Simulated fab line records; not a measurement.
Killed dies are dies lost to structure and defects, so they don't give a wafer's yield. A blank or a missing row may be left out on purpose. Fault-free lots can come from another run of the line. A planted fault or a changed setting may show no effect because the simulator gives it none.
Struck lot and sound lot, side by side ; flow nand_harc ; 14 steps out of a route of 1302
Sound: wafers L268.1, L268.3, L268.4. The struck wafers were L278.2, L278.3, L278.5. At the end, the cause is stated.
Per side, at each step with rows, come the tool, then ch with its chambers, and then its first start. Under that, the readings that differ: sound wafers ; struck wafers ; difference of the means ; sigmas: that difference in standard deviations of wafers without a fault.
alike: words and numbers the same on both sides, and readings whose means are apart by under 2 such deviations; not compared: readings that were withheld, readings missing a value for some wafer, numbers with overlapping values and no deviation given by the record, and bounds like >300 which may hide the same value.
The two part at a step that has a row with sigmas, a row that says differs or no value, or rows on one side only. Non-overlapping numbers with no deviation appear without sigmas and do not part them. A reading that every wafer of one side lacks parts them only if that side has two wafers or more.

NHARC_THIN_TSV_DEGAS_49: time 120 s.
  sound: pvd_sputter-03 at day 27 22:07; struck: pvd_sputter-02 at day 31 20:45
  alike: heater_power_w
then, 1 step without rows for these wafers: NHARC_THIN_TSV_PRE_CLEAN_50 (time 30 s).
NHARC_THIN_TSV_PVD_19: deposits TaN, target thk 20 nm.
  sound on pvd_sputter-03; struck on pvd_sputter-02
  alike: chamber_pressure_pa, throttle_valve_pct
NHARC_THIN_TSV_PVD_51: deposits Cu, target thk 100 nm.
  sound on pvd_sputter-03; struck on pvd_sputter-02
  alike: chamber_pressure_pa, throttle_valve_pct
then, 1 step without rows for these wafers: NHARC_THIN_TSV_ECD_20 (material Cu, target thk 2000 nm).
NHARC_THIN_TSV_ANNEAL_52: time 90 s.
  sound on rtp_anneal-02 ch 0, day 27 23:17; struck on rtp_anneal-02 ch 0, day 31 21:58
  alike: wafer_temp_C_max
NHARC_THIN_TSV_CMP_21: polishes, t overpolish 30 s, target thk 2000 nm.
  sound on cmp-01 ch 1,2,3, day 27 23:40; struck on cmp-03 ch 0,2,3, day 31 22:16
  alike: motor_current_A, overpolish_run_s
  not compared: pad_life_wafers
then, 4 steps without rows for these wafers: NHARC_THIN_TSV_SRD_23; NHARC_THIN_TSV_DEGAS_53 (time 60 s); NHARC_THIN_TSV_PRE_CLEAN_54 (time 30 s); NHARC_THIN_TSV_PVD_55 (deposits TiN, target thk 50 nm).
NHARC_THIN_TSV_PVD_24: deposits Al, target thk 800 nm.
  sound: pvd_sputter-02 at day 28 00:25; struck: pvd_sputter-03 at day 31 23:04
then, 1 step without rows for these wafers: NHARC_THIN_TSV_DEHYDRATE_25 (time 120 s).
NHARC_END_SORT_01:
  the record has rows for the struck wafers here (prober-01 ch 0, day 32 09:40) and none for the sound ones

WHERE THEY PART
At NHARC_END_SORT_01 and nowhere else, as far as this record goes.

WHY: what had been put in by the simulator
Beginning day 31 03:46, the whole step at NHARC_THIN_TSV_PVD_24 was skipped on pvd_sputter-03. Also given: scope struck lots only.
